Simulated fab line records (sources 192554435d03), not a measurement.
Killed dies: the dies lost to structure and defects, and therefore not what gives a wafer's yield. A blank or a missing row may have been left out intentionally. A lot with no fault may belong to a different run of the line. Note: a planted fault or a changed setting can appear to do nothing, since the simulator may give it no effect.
fab line records	flow n5_finfet
[record] lots = 24	wafers = 72	last_day = 17
route steps=1938 shown BEOL_M4@1095 BEOL_M5@1136
lots untouched by any fault: they come from a run of this same line in which no faults occurred
start_h: hours from the record's first day to the start of the lot's first wafer shown	wait_h: how many hours have passed since the lot's step before this one	" unchanged from the row above	L1.1+2: a single row standing in for several wafers	- no value present, or no start provided	* or withheld: withheld	< > ~ a bound
route shown NAME@n: names a module that has steps shown in the file, with the first one's number in the route	usual: average and standard deviation across the fault-free wafers	same: alike in all rows	chamber/n: place in a boat	sites: the reading at each site	_std_site: their standard deviation	_edge_site: mean of outer sites minus mean of inner sites	radius_mm: for every site, how far away it sits from the centre of the wafer	mask NAME#n: copy n	behind: the most recent tool/chamber to have shaped the wafer	hold: reason for holding the lot/hours on hold/outcome of the hold	device: which transistor (n, p or np) failed to switch	end of line: tests run on the same wafers once the route is complete	a step without rows: its recipe alone	killed: the dies lost at the first sort to structure and to defects; this is not the yield of the wafer	map: shows each die of a wafer: x if killed, . if not, _ if none is there
set.NAME: the setting the step ran with; set.NAME@STEP: the setting that earlier step ran with	model.NAME: the simulator's own value behind a step, which no gauge read
a sample of lots followed through the steps of the route, with each step as a table and each wafer as a row
services: the hour from which a tool's chamber was out of use, counted from the record's first day as start_h (under 0 if before that day), plus the number of hours and why
[[steps]]
[step N5_BEOL_M4_ANNEAL_91]
[recipe] temp_c = 400	time_s = 240	ambient = vacuum
[usual] heater_power_w = 810/96
lot.wafer	tool	chamber	start_h	wait_h	heater_power_w
L074.1	pvd_sputter-01	-	154.78	0.0	909
L074.2	"	-	"	"	725
L074.4	"	-	"	"	767
L076.1	pvd_sputter-02	-	171.50	0.0	718
L076.2	"	-	"	"	709
L076.4	"	-	"	"	698
L075.3	pvd_sputter-01	-	174.07	0.0	858
L075.4	"	-	"	"	721
L075.6	"	-	"	"	835
L077.1	pvd_sputter-03	-	179.39	0.0	869
L077.2	"	-	"	"	771
L077.5	"	-	"	"	769
L078.2	pvd_sputter-01	-	188.67	0.0	860
L078.3	"	-	"	"	720
L078.5	"	-	"	"	715
L079.1	pvd_sputter-03	-	194.10	0.0	1061
L079.2	"	-	"	"	747
L079.6	"	-	"	"	757
L080.1	pvd_sputter-01	-	199.36	0.0	878
L080.2	"	-	"	"	721
L080.4	"	-	"	"	908
L081.2	pvd_sputter-02	-	200.89	0.0	706
L081.3	"	-	"	"	727
L081.6	"	-	"	"	881
L082.1	pvd_sputter-01	-	207.12	0.0	721
L082.2	"	-	"	"	757
L082.6	"	-	"	"	736
L083.1	pvd_sputter-03	-	214.39	0.0	744
L083.2	"	-	"	"	745
L083.5	"	-	"	"	734
L084.2	pvd_sputter-01	-	222.48	0.0	766
L084.4	"	-	"	"	870
L084.5	"	-	"	"	877
L085.1	pvd_sputter-02	-	226.05	0.0	709
L085.3	"	-	"	"	709
L085.5	"	-	"	"	864
L086.1	pvd_sputter-01	-	233.24	0.0	722
L086.4	"	-	"	"	900
L086.5	"	-	"	"	728
L087.1	pvd_sputter-02	-	242.68	0.0	878
L087.4	"	-	"	"	714
L087.5	"	-	"	"	706
L088.1	pvd_sputter-01	-	249.62	0.0	737
L088.3	"	-	"	"	888
L088.6	"	-	"	"	893
L089.3	pvd_sputter-03	-	249.78	0.0	769
L089.4	"	-	"	"	872
L089.6	"	-	"	"	1074
L090.4	pvd_sputter-02	-	257.19	0.0	724
L090.5	"	-	"	"	722
L090.6	"	-	"	"	719
L091.2	pvd_sputter-01	-	258.21	0.0	708
L091.3	"	-	"	"	874
L091.5	"	-	"	"	895
L092.2	pvd_sputter-01	-	265.09	0.0	746
L092.4	"	-	"	"	730
L092.5	"	-	"	"	729
L093.1	pvd_sputter-03	-	276.46	0.0	867
L093.5	"	-	"	"	749
L093.6	"	-	"	"	852
L094.2	pvd_sputter-02	-	283.76	0.0	722
L094.4	"	-	"	"	877
L094.6	"	-	"	"	710
L095.1	pvd_sputter-03	-	293.67	0.0	1075
L095.3	"	-	"	"	840
L095.5	"	-	"	"	867
L097.2	pvd_sputter-01	-	299.03	0.0	741
L097.3	"	-	"	"	913
L097.4	"	-	"	"	865
L096.2	pvd_sputter-01	-	302.23	0.0	841
L096.4	"	-	"	"	912
L096.6	"	-	"	"	756
[step N5_BEOL_M4_DEP_57]
[recipe] material = SiCN	target_thk_a = 80	temp_c = withheld	precursor = 3MS/NH3	pressure_torr = 3	rf_w = 202	time_s = 14
[usual] rf_fwd_power_W = 199.6/0.89	showerhead_plenum_p_Torr = 3.662/0.0094	throttle_valve_pct = 9.3/0.47
lot.wafer	tool	chamber	start_h	wait_h	rf_fwd_power_W	showerhead_plenum_p_Torr	throttle_valve_pct
L074.1	pecvd-02	1	156.34	0.0	200.2	3.670	9.3
L074.2	"	0	"	"	200.0	3.665	9.7
L074.4	"	1	"	"	200.4	3.668	9.3
L076.1	pecvd-03	1	173.11	0.0	198.3	3.661	9.7
L076.2	"	2	"	"	199.1	3.669	8.6
L076.4	"	2	"	"	199.3	3.661	8.8
L075.3	pecvd-04	2	175.78	0.0	197.9	3.643	8.7
L075.4	"	1	"	"	200.0	3.653	10.2
L075.6	"	0	"	"	199.4	3.662	9.6
L077.1	pecvd-03	0	181.09	0.0	200.3	3.665	9.0
L077.2	"	1	"	"	198.3	3.663	9.5
L077.5	"	1	"	"	198.2	3.664	9.1
L078.2	pecvd-04	1	190.23	0.0	199.4	3.654	10.0
L078.3	"	2	"	"	198.8	3.653	8.6
L078.5	"	0	"	"	200.6	3.656	9.6
L079.1	pecvd-02	1	195.84	0.0	201.1	3.669	9.4
L079.2	"	0	"	"	198.6	3.666	10.0
L079.6	"	2	"	"	199.6	3.656	9.0
L080.1	pecvd-02	0	200.92	0.0	199.8	3.660	9.9
L080.2	"	1	"	"	200.0	3.665	9.7
L080.4	"	0	"	"	198.9	3.653	9.9
L081.2	pecvd-02	0	202.66	0.0	199.9	3.655	9.9
L081.3	"	1	"	"	199.9	3.664	9.2
L081.6	"	1	"	"	200.7	3.668	9.3
L082.1	pecvd-04	1	209.02	0.0	199.6	3.659	10.0
L082.2	"	2	"	"	198.2	3.639	8.7
L082.6	"	1	"	"	200.3	3.658	9.8
L083.1	pecvd-02	1	215.96	0.0	199.9	3.659	9.2
L083.2	"	2	"	"	200.3	3.651	9.0
L083.5	"	2	"	"	199.5	3.660	9.1
L084.2	pecvd-04	0	224.09	0.0	200.0	3.671	9.6
L084.4	"	2	"	"	197.7	3.634	8.9
L084.5	"	0	"	"	199.7	3.651	9.5
L085.1	pecvd-03	2	227.61	0.0	200.3	3.671	8.6
L085.3	"	0	"	"	200.0	3.676	9.1
L085.5	"	2	"	"	200.9	3.667	8.5
L086.1	pecvd-02	2	235.10	0.0	200.3	3.657	8.6
L086.4	"	1	"	"	200.2	3.659	9.3
L086.5	"	2	"	"	200.3	3.660	9.0
L087.1	pecvd-02	1	244.26	0.0	200.2	3.660	9.0
L087.4	"	1	"	"	199.4	3.665	9.1
L087.5	"	1	"	"	200.8	3.662	9.5
L088.1	pecvd-02	0	251.29	0.0	199.7	3.653	9.8
L088.3	"	1	"	"	200.1	3.666	9.0
L088.6	"	1	"	"	200.2	3.668	9.4
L089.3	pecvd-03	0	251.34	0.0	200.3	3.681	9.0
L089.4	"	0	"	"	201.2	3.677	9.2
L089.6	"	2	"	"	200.6	3.678	8.4
L090.4	pecvd-04	1	258.78	0.0	199.5	3.661	9.9
L090.5	"	2	"	"	198.7	3.647	8.9
L090.6	"	0	"	"	200.9	3.666	9.4
L091.2	pecvd-02	0	259.78	0.0	199.4	3.662	9.7
L091.3	"	1	"	"	200.0	3.670	9.4
L091.5	"	1	"	"	200.2	3.664	9.1
L092.2	pecvd-02	1	266.66	0.0	201.1	3.668	9.4
L092.4	"	2	"	"	197.8	3.652	8.8
L092.5	"	1	"	"	200.3	3.667	9.3
L093.1	pecvd-02	1	278.02	0.0	200.6	3.671	9.1
L093.5	"	0	"	"	200.5	3.658	10.1
L093.6	"	1	"	"	200.4	3.668	9.6
L094.2	pecvd-04	2	285.34	0.0	197.4	3.650	8.9
L094.4	"	0	"	"	201.0	3.667	9.5
L094.6	"	2	"	"	198.9	3.648	8.9
L095.1	pecvd-03	1	295.23	0.0	198.8	3.667	9.7
L095.3	"	2	"	"	201.2	3.662	8.9
L095.5	"	2	"	"	200.6	3.660	9.0
L097.2	pecvd-03	1	300.63	0.0	198.4	3.665	9.4
L097.3	"	2	"	"	200.4	3.661	9.0
L097.4	"	2	"	"	200.5	3.667	8.8
L096.2	pecvd-03	2	303.79	0.0	200.4	3.669	8.8
L096.4	"	1	"	"	199.2	3.666	9.7
L096.6	"	2	"	"	200.0	3.674	8.8
[step N5_BEOL_M5_HM_OPEN_17]
[recipe] chemistry = Cl2/BCl3	target_depth_a = 200	overetch_a = 60	target = TiN	mask_material = SOC	ion_energy_ev = 150	pressure_mtorr = 10	icp_w = 1000	bias_w = 126	Cl2_flow_sccm = 53.25	bcl3_flow_sccm = 21.75	Ar_flow_sccm = 25
[usual] bcl3_flow_sccm = 21.75/0.064	drypump_motor_current_A = 5.8/0.54	oes_product_au = 0.65/0.078	rf_fwd_power_W = 993/3.8	throttle_valve_pct = 22.31/0.1
lot.wafer	tool	chamber	start_h	wait_h	bcl3_flow_sccm	drypump_motor_current_A	oes_product_au	rf_fwd_power_W	rf_hours_counter_h	throttle_valve_pct
L074.1	rie_metal-01	0	161.08	0.0	21.73	5.4	0.70	988	31	22.29
L074.2	"	1	"	"	21.82	5.5	0.57	993	93	22.26
L074.4	"	1	"	"	21.72	5.5	0.57	1001	-	22.23
L076.1	rie_metal-03	1	177.53	0.0	21.71	6.6	0.67	999	39	22.34
L076.2	"	0	"	"	21.75	5.2	0.70	986	28	22.14
L076.4	"	1	"	"	21.64	6.6	0.67	996	-	22.35
L075.3	rie_metal-01	0	179.08	0.1	21.73	5.4	0.70	987	-	22.30
L075.4	"	1	"	"	21.70	5.5	0.57	991	-	22.25
L075.6	"	1	"	"	21.72	5.5	0.57	994	-	22.27
L077.1	rie_metal-01	1	185.28	0.0	21.76	5.5	0.57	998	95	22.25
L077.2	"	0	"	"	21.65	5.4	0.69	994	33	22.30
L077.5	"	1	"	"	21.61	5.5	0.56	998	-	22.26
L078.2	rie_metal-03	1	192.88	0.0	21.75	6.6	0.66	995	41	22.36
L078.3	"	1	"	"	21.74	6.6	0.66	994	-	22.34
L078.5	"	0	"	"	21.81	5.2	0.68	995	-	22.16
L079.1	rie_metal-02	0	198.96	0.0	21.76	5.5	0.53	998	110	22.27
L079.2	"	1	"	"	21.75	6.4	0.80	997	1	22.46
L079.6	"	1	"	"	21.73	6.4	0.80	992	-	22.46
L080.1	rie_metal-02	1	204.32	0.0	21.82	6.5	0.82	991	1	22.44
L080.2	"	0	"	"	21.66	5.5	0.53	998	111	22.28
L080.4	"	1	"	"	21.69	6.4	0.80	991	-	22.46
L081.2	rie_metal-03	1	205.77	0.0	21.71	6.6	0.66	990	42	22.34
L081.3	"	0	"	"	21.72	5.2	0.68	994	-	22.13
L081.6	"	1	"	"	21.82	6.6	0.66	995	-	22.34
L082.1	rie_metal-03	1	211.63	0.0	21.83	6.6	0.67	987	42	22.34
L082.2	"	0	"	"	21.70	5.3	0.68	997	31	22.13
L082.6	"	0	"	"	21.75	5.3	0.69	994	-	22.16
L083.1	rie_metal-01	0	219.90	0.0	21.66	5.4	0.68	991	36	22.33
L083.2	"	1	"	"	21.84	5.5	0.56	999	98	22.26
L083.5	"	1	"	"	21.82	5.5	0.57	998	-	22.24
L084.2	rie_metal-01	0	228.08	0.0	21.70	5.4	0.69	988	37	22.31
L084.4	"	1	"	"	21.72	5.5	0.57	996	-	22.24
L084.5	"	0	"	"	21.84	5.4	0.70	989	-	22.29
L085.1	rie_metal-01	1	231.58	0.0	21.71	5.5	0.57	991	99	22.27
L085.3	"	1	"	"	21.72	5.5	0.56	994	-	22.26
L085.5	"	0	"	"	21.70	5.4	0.68	990	-	22.32
L086.1	rie_metal-02	1	238.80	0.0	21.79	6.5	0.76	994	5	22.49
L086.4	"	1	"	"	21.76	6.4	0.76	990	-	22.49
L086.5	"	1	"	"	21.87	6.4	0.76	995	-	22.48
L087.1	rie_metal-01	1	248.56	0.0	21.74	5.5	0.55	993	101	22.30
L087.4	"	1	"	"	21.66	5.5	0.55	998	-	22.28
L087.5	"	0	"	"	21.81	5.4	0.67	994	-	22.35
L088.1	rie_metal-03	0	255.30	0.0	21.80	5.2	0.67	994	35	22.17
L088.3	"	1	"	"	21.79	6.6	0.66	996	-	22.36
L088.6	"	1	"	"	21.76	6.6	0.66	1000	-	22.34
L089.3	rie_metal-02	1	255.51	0.1	21.88	6.5	0.76	985	-	22.50
L089.4	"	0	"	"	21.81	5.5	0.52	995	-	22.29
L089.6	"	1	"	"	21.82	6.5	0.77	987	-	22.47
L090.4	rie_metal-01	0	262.10	0.1	21.78	5.4	0.67	994	-	22.30
L090.5	"	1	"	"	21.69	5.5	0.56	994	-	22.27
L090.6	"	0	"	"	21.74	5.4	0.67	993	-	22.32
L091.2	rie_metal-02	0	263.40	0.0	21.81	5.5	0.52	992	116	22.28
L091.3	"	1	"	"	21.83	6.4	0.76	992	-	22.47
L091.5	"	0	"	"	21.80	5.5	0.52	994	-	22.31
L092.2	rie_metal-02	0	270.44	0.0	21.68	5.5	0.51	991	117	22.30
L092.4	"	1	"	"	21.63	6.4	0.74	990	-	22.49
L092.5	"	1	"	"	21.69	6.4	0.75	985	-	22.49
L093.1	rie_metal-01	0	281.15	0.0	21.72	5.4	0.69	989	42	22.31
L093.5	"	1	"	"	21.80	5.5	0.56	990	-	22.28
L093.6	"	0	"	"	21.78	5.4	0.68	990	-	22.29
L094.2	rie_metal-03	1	289.68	0.0	21.81	6.6	0.67	997	48	22.36
L094.4	"	1	"	"	21.74	6.7	0.67	996	-	22.33
L094.6	"	1	"	"	21.80	6.6	0.67	1002	-	22.33
L095.1	rie_metal-03	1	297.97	0.0	21.76	6.6	0.64	993	49	22.36
L095.3	"	0	"	"	21.73	5.2	0.67	989	-	22.15
L095.5	"	0	"	"	21.78	5.2	0.66	987	-	22.18
L097.2	rie_metal-02	1	305.15	0.1	21.70	6.4	0.73	986	-	22.49
L097.3	"	1	"	"	21.77	6.4	0.72	993	-	22.51
L097.4	"	1	"	"	21.64	6.4	0.73	994	-	22.50
L096.2	rie_metal-03	1	306.55	0.0	21.64	6.6	0.64	994	50	22.37
L096.4	"	1	"	"	21.81	6.6	0.64	997	-	22.36
L096.6	"	1	"	"	21.84	6.6	0.64	996	-	22.38
[step N5_BEOL_M5_CD_MEAS_28]
[recipe] target_cd_nm = 30.6	landing_energy_ev = 500	detector = se_inlens	target_cd_y_nm = 20	polarity = opening
[usual] cd_nm = 30.5/0.34
lot.wafer	tool	chamber	start_h	wait_h	cd_nm
L074.1	cd_sem-03	0	161.97	-	30.4
L074.2	"	0	"	"	30.2
L074.4	"	0	"	"	29.9
L076.1	cd_sem-02	0	178.03	-	30.9
L076.2	"	0	"	"	30.9
L076.4	"	0	"	"	30.2
L075.3	cd_sem-01	0	179.58	-	30.6
L075.4	"	0	"	"	30.2
L075.6	"	0	"	"	30.2
L077.1	cd_sem-01	0	187.31	-	30.3
L077.2	"	0	"	"	30.0
L077.5	"	0	"	"	30.5
L078.2	cd_sem-01	0	193.57	-	31.0
L078.3	"	0	"	"	30.5
L078.5	"	0	"	"	30.7
L079.1	cd_sem-01	0	199.50	-	30.3
L079.2	"	0	"	"	30.3
L079.6	"	0	"	"	30.6
L080.1	cd_sem-01	0	205.91	-	30.7
L080.2	"	0	"	"	31.0
L080.4	"	0	"	"	31.2
L081.2	cd_sem-03	0	206.61	-	30.5
L081.3	"	0	"	"	30.6
L081.6	"	0	"	"	30.6
L082.1	cd_sem-01	0	212.31	-	30.8
L082.2	"	0	"	"	30.4
L082.6	"	0	"	"	30.9
L083.1	cd_sem-03	0	220.48	-	30.3
L083.2	"	0	"	"	30.1
L083.5	"	0	"	"	30.1
L084.2	cd_sem-02	0	228.61	-	30.4
L084.4	"	0	"	"	30.7
L084.5	"	0	"	"	31.0
L085.1	cd_sem-03	0	233.90	-	30.9
L085.3	"	0	"	"	31.0
L085.5	"	0	"	"	30.3
L086.1	cd_sem-03	0	240.69	-	29.7
L086.4	"	0	"	"	30.6
L086.5	"	0	"	"	30.0
L087.1	cd_sem-01	0	249.09	-	30.3
L087.4	"	0	"	"	30.5
L087.5	"	0	"	"	30.3
L088.1	cd_sem-03	0	255.92	-	30.2
L088.3	"	0	"	"	30.2
L088.6	"	0	"	"	30.8
L089.3	cd_sem-03	0	256.12	-	30.2
L089.4	"	0	"	"	30.9
L089.6	"	0	"	"	29.9
L090.4	cd_sem-01	0	262.59	-	30.3
L090.5	"	0	"	"	30.4
L090.6	"	0	"	"	30.1
L091.2	cd_sem-01	0	264.86	-	30.0
L091.3	"	0	"	"	30.2
L091.5	"	0	"	"	29.6
L092.2	cd_sem-02	0	273.29	-	30.6
L092.4	"	0	"	"	31.2
L092.5	"	0	"	"	31.2
L093.1	cd_sem-03	0	281.66	-	31.0
L093.5	"	0	"	"	30.4
L093.6	"	0	"	"	30.9
L094.2	cd_sem-02	0	290.57	-	31.0
L094.4	"	0	"	"	30.4
L094.6	"	0	"	"	30.3
L095.1	cd_sem-03	0	298.89	-	30.7
L095.3	"	0	"	"	30.1
L095.5	"	0	"	"	30.4
L097.2	cd_sem-02	0	305.83	-	30.8
L097.3	"	0	"	"	30.7
L097.4	"	0	"	"	30.8
L096.2	cd_sem-02	0	307.22	-	30.5
L096.4	"	0	"	"	30.6
L096.6	"	0	"	"	30.7
[step N5_BEOL_M5_INSPECT_30]
[recipe] mode = adi	inspect_instrument = brightfield
[usual] raw_defect_count = 380/80
lot.wafer	tool	chamber	start_h	wait_h	raw_defect_count
L074.1	defect_inspect-01	-	162.06	0.1	309
L074.2	"	-	"	"	318
L074.4	"	-	"	"	383
L076.1	defect_inspect-01	-	178.12	0.1	409
L076.2	"	-	"	"	392
L076.4	"	-	"	"	437
L075.3	defect_inspect-01	-	179.66	0.0	332
L075.4	"	-	"	"	358
L075.6	"	-	"	"	487
L077.1	defect_inspect-02	-	187.40	0.1	450
L077.2	"	-	"	"	338
L077.5	"	-	"	"	281
L078.2	defect_inspect-01	-	193.66	0.0	457
L078.3	"	-	"	"	553
L078.5	"	-	"	"	434
L079.1	defect_inspect-02	-	199.59	0.1	262
L079.2	"	-	"	"	327
L079.6	"	-	"	"	328
L080.1	defect_inspect-01	-	205.99	0.1	435
L080.2	"	-	"	"	502
L080.4	"	-	"	"	560
L081.2	defect_inspect-01	-	206.70	0.0	391
L081.3	"	-	"	"	368
L081.6	"	-	"	"	436
L082.1	defect_inspect-02	-	212.39	0.1	356
L082.2	"	-	"	"	360
L082.6	"	-	"	"	261
L083.1	defect_inspect-02	-	220.57	0.1	374
L083.2	"	-	"	"	351
L083.5	"	-	"	"	289
L084.2	defect_inspect-01	-	228.70	0.0	374
L084.4	"	-	"	"	321
L084.5	"	-	"	"	296
L085.1	defect_inspect-01	-	233.99	0.1	256
L085.3	"	-	"	"	210
L085.5	"	-	"	"	261
L086.1	defect_inspect-01	-	240.78	0.1	342
L086.4	"	-	"	"	337
L086.5	"	-	"	"	395
L087.1	defect_inspect-02	-	249.18	0.1	309
L087.4	"	-	"	"	397
L087.5	"	-	"	"	393
L088.1	defect_inspect-01	-	256.01	0.1	359
L088.3	"	-	"	"	354
L088.6	"	-	"	"	376
L089.3	defect_inspect-01	-	256.21	0.0	412
L089.4	"	-	"	"	432
L089.6	"	-	"	"	338
L090.4	defect_inspect-02	-	262.68	0.0	431
L090.5	"	-	"	"	464
L090.6	"	-	"	"	512
L091.2	defect_inspect-01	-	264.95	0.0	492
L091.3	"	-	"	"	402
L091.5	"	-	"	"	504
L092.2	defect_inspect-01	-	273.38	0.0	335
L092.4	"	-	"	"	403
L092.5	"	-	"	"	465
L093.1	defect_inspect-02	-	281.76	0.1	433
L093.5	"	-	"	"	557
L093.6	"	-	"	"	500
L094.2	defect_inspect-01	-	290.66	0.0	366
L094.4	"	-	"	"	335
L094.6	"	-	"	"	569
L095.1	defect_inspect-01	-	298.98	0.1	287
L095.3	"	-	"	"	303
L095.5	"	-	"	"	246
L097.2	defect_inspect-02	-	305.92	0.0	267
L097.3	"	-	"	"	380
L097.4	"	-	"	"	232
L096.2	defect_inspect-02	-	307.31	0.0	269
L096.4	"	-	"	"	285
L096.6	"	-	"	"	297
[step N5_BEOL_M5_DESCUM_33]
[recipe] chemistry = O2	time_s = 7	source_power_w = 50	bias_power_w = 20	pressure_mtorr = 20	rf_frequency_hz = 2.712e+07	temp_c = 40	resist = CAR-EUV	o2_flow_sccm = 225
[usual] drypump_motor_current_A = 5.5/0.4	oes_product_au = 0.80/0.068	rf_fwd_power_W = 49.34/0.2	rf_vpp_V = 243.4/1.5	showerhead_plenum_p_Torr = 2.11/0.08	temp_c = 40.00/0.12	throttle_valve_pct = 20.36/0.18
lot.wafer	tool	chamber	start_h	wait_h	drypump_motor_current_A	oes_product_au	rf_fwd_power_W	rf_hours_counter_h	rf_vpp_V	showerhead_plenum_p_Torr	temp_c	throttle_valve_pct
L074.1	rie_diel-05	3	162.09	0.0	5.2	0.86	49.50	40	243.6	2.14	39.89	20.38
L074.2	"	1	"	"	5.8	0.91	49.20	33	244.0	2.15	40.06	20.54
L074.4	"	0	"	"	6.0	0.84	49.03	64	243.7	2.12	39.95	20.29
L076.1	rie_diel-02	2	178.16	0.0	5.9	0.73	49.41	200	242.4	2.06	39.81	20.49
L076.2	"	0	"	"	5.0	0.73	49.19	170	243.8	2.10	39.89	20.49
L076.4	"	3	"	"	5.5	0.74	49.44	149	243.6	2.17	40.20	20.32
L075.3	rie_diel-06	2	179.70	0.0	5.4	0.83	49.39	91	246.3	2.23	40.10	20.45
L075.4	"	3	"	"	5.9	0.79	49.71	139	239.7	1.92	40.26	20.07
L075.6	"	2	"	"	5.4	0.83	49.64	-	244.9	2.23	40.07	20.45
L077.1	rie_diel-05	2	187.43	0.0	5.1	0.83	49.56	69	245.4	2.21	40.08	20.34
L077.2	"	1	"	"	5.8	0.89	49.19	40	243.7	2.15	39.81	20.56
L077.5	"	1	"	"	5.8	0.89	49.15	-	244.4	2.15	39.81	20.56
L078.2	rie_diel-05	3	193.69	0.0	5.2	0.84	49.40	50	242.6	2.14	39.99	20.39
L078.3	"	1	"	"	5.8	0.89	49.18	43	243.6	2.15	40.10	20.58
L078.5	"	3	"	"	5.2	0.84	49.33	-	242.4	2.14	40.09	20.40
L079.1	rie_diel-06	0	199.72	0.1	5.6	0.95	49.40	20	243.3	2.12	40.20	20.06
L079.2	"	3	"	"	5.9	0.78	49.58	145	239.9	1.92	40.14	20.08
L079.6	"	0	"	"	5.7	0.94	49.10	-	243.4	2.12	40.16	20.05
L080.1	rie_diel-02	1	206.07	0.1	6.0	0.78	49.50	154	240.8	1.99	40.15	19.98
L080.2	"	0	"	"	5.0	0.74	49.45	178	243.2	2.10	40.07	20.52
L080.4	"	2	"	"	5.9	0.72	49.15	208	242.8	2.05	40.10	20.53
L081.2	rie_diel-06	2	206.87	0.2	5.4	0.82	49.59	98	244.9	2.23	39.82	20.46
L081.3	"	3	"	"	5.9	0.78	49.69	147	241.1	1.92	40.02	20.10
L081.6	"	3	"	"	5.9	0.78	49.70	-	240.3	1.92	39.93	20.08
L082.1	rie_diel-06	1	212.43	0.0	4.7	0.67	49.18	242	242.5	2.06	39.98	20.51
L082.2	"	3	"	"	5.9	0.79	49.58	149	238.6	1.92	40.03	20.10
L082.6	"	0	"	"	5.7	0.93	49.20	-	243.1	2.11	39.83	20.04
L083.1	rie_diel-05	1	220.61	0.0	5.8	0.86	49.15	51	243.8	2.14	40.14	20.58
L083.2	"	3	"	"	5.2	0.82	49.23	58	243.5	2.13	40.13	20.41
L083.5	"	1	"	"	5.8	0.86	49.36	-	243.4	2.14	40.11	20.58
L084.2	rie_diel-05	0	228.78	0.1	6.1	0.81	49.04	83	243.6	2.11	39.89	20.30
L084.4	"	2	"	"	5.1	0.81	49.71	80	245.4	2.21	39.80	20.35
L084.5	"	3	"	"	5.2	0.82	49.30	-	244.5	2.13	40.05	20.42
L085.1	rie_diel-05	2	234.85	0.9	5.1	0.81	49.26	83	245.4	2.21	39.85	20.36
L085.3	"	1	"	"	5.8	0.85	49.23	56	242.3	2.14	39.95	20.58
L085.5	"	0	"	"	6.0	0.81	49.51	-	242.4	2.11	39.87	20.31
L086.1	rie_diel-02	2	240.87	0.1	5.9	0.71	49.37	218	242.2	2.05	39.78	20.51
L086.4	"	3	"	"	5.4	0.73	49.44	167	243.2	2.16	40.09	20.35
L086.5	"	1	"	"	6.0	0.76	49.57	-	242.0	1.98	39.93	20.01
L087.1	rie_diel-05	3	249.22	0.0	5.2	0.81	49.17	66	243.8	2.13	39.89	20.42
L087.4	"	1	"	"	5.9	0.85	49.45	60	244.3	2.14	40.06	20.57
L087.5	"	1	"	"	5.8	0.85	49.13	-	244.6	2.14	39.82	20.60
L088.1	rie_diel-06	3	256.10	0.1	5.9	0.78	49.58	164	240.4	1.92	39.81	20.12
L088.3	"	0	"	"	5.7	0.90	48.99	39	244.4	2.11	40.03	20.09
L088.6	"	0	"	"	5.7	0.90	49.05	-	245.2	2.11	40.04	20.08
L089.3	rie_diel-05	2	256.38	0.2	5.1	0.80	49.31	90	245.1	2.21	40.03	20.38
L089.4	"	3	"	"	5.2	0.81	49.29	69	242.8	2.13	40.16	20.43
L089.6	"	2	"	"	5.1	0.80	49.38	-	245.1	2.21	40.09	20.37
L090.4	rie_diel-06	0	262.71	0.0	5.6	0.90	49.21	41	243.1	2.11	39.99	20.08
L090.5	"	1	"	"	4.7	0.98	49.36	-	243.5	2.06	40.07	20.11
L090.6	"	0	"	"	5.6	0.89	49.34	-	243.5	2.11	40.09	20.09
L091.2	rie_diel-05	1	264.98	0.0	5.8	0.84	48.93	65	244.0	2.14	39.87	20.59
L091.3	"	0	"	"	6.0	0.81	48.97	94	242.9	2.11	39.86	20.32
L091.5	"	3	"	"	5.2	0.81	49.21	-	243.1	2.13	39.98	20.42
L092.2	rie_diel-05	3	273.62	0.2	5.2	0.80	49.24	74	242.1	2.13	40.07	20.44
L092.4	"	1	"	"	5.9	0.84	49.00	68	243.4	2.14	39.95	20.60
L092.5	"	0	"	"	6.0	0.79	49.03	-	244.2	2.10	40.11	20.32
L093.1	rie_diel-05	1	281.80	0.0	5.8	0.84	49.28	71	244.5	2.14	39.84	20.59
L093.5	"	2	"	"	5.1	0.79	49.50	-	244.9	2.20	40.09	20.39
L093.6	"	1	"	"	5.9	0.84	49.38	-	243.8	2.14	39.91	20.61
L094.2	rie_diel-02	2	290.69	0.0	5.9	0.70	49.26	236	242.9	2.04	39.93	20.54
L094.4	"	0	"	"	5.0	0.72	49.50	205	243.3	2.09	39.78	20.54
L094.6	"	2	"	"	5.9	0.70	49.26	-	243.4	2.04	39.97	20.57
L095.1	rie_diel-02	2	299.02	0.0	5.9	0.70	49.35	238	241.8	2.04	40.03	20.56
L095.3	"	3	"	"	5.5	0.72	49.27	185	245.3	2.16	39.95	20.38
L095.5	"	0	"	"	5.0	0.72	49.12	-	241.3	2.09	39.91	20.55
L097.2	rie_diel-02	1	306.27	0.4	6.0	0.75	49.61	186	240.8	1.98	40.06	20.03
L097.3	"	2	"	"	5.9	0.69	49.26	240	243.5	2.04	39.83	20.57
L097.4	"	3	"	"	5.5	0.72	49.43	187	245.5	2.16	40.05	20.40
L096.2	rie_diel-02	2	307.34	0.0	5.9	0.68	48.96	240	240.8	2.04	40.05	20.56
L096.4	"	3	"	"	5.5	0.71	49.36	187	243.9	2.15	40.18	20.37
L096.6	"	2	"	"	5.9	0.69	49.15	-	242.9	2.04	40.08	20.55
[[services]]
tool	chamber	start_h	hours	kind
rie_diel-02	3	135.96	8.7	repair
pecvd-02	1	160.51	5.0	scheduled_down
pecvd-03	-	164.72	2.6	repair
rie_metal-02	1	166.71	-	clean
rie_metal-02	1	166.71	16.0	scheduled_down
rie_metal-02	1	166.71	16.0	vent_cycle
pecvd-03	0	172.87	5.5	scheduled_down
rie_metal-02	-	177.63	0.5	repair
rie_metal-01	-	195.47	1.3	repair
pecvd-04	0	198.77	11.6	repair
rie_diel-05	2	208.68	3.8	repair
pecvd-02	-	212.28	0.4	repair
pecvd-02	0	214.62	2.1	scheduled_down
rie_diel-05	0	221.63	2.8	repair
pecvd-02	2	241.55	5.5	scheduled_down
pecvd-02	-	245.19	5.5	pm
pecvd-02	2	255.88	2.1	scheduled_down
rie_diel-06	3	272.94	8.2	repair
pecvd-02	1	289.42	5.5	scheduled_down
rie_diel-05	2	292.50	6.9	repair
pecvd-02	2	292.67	13.2	repair
rie_metal-02	0	295.84	-	clean
rie_metal-02	0	295.84	17.3	scheduled_down
rie_metal-02	0	295.84	17.3	vent_cycle
[[key]]
fault none
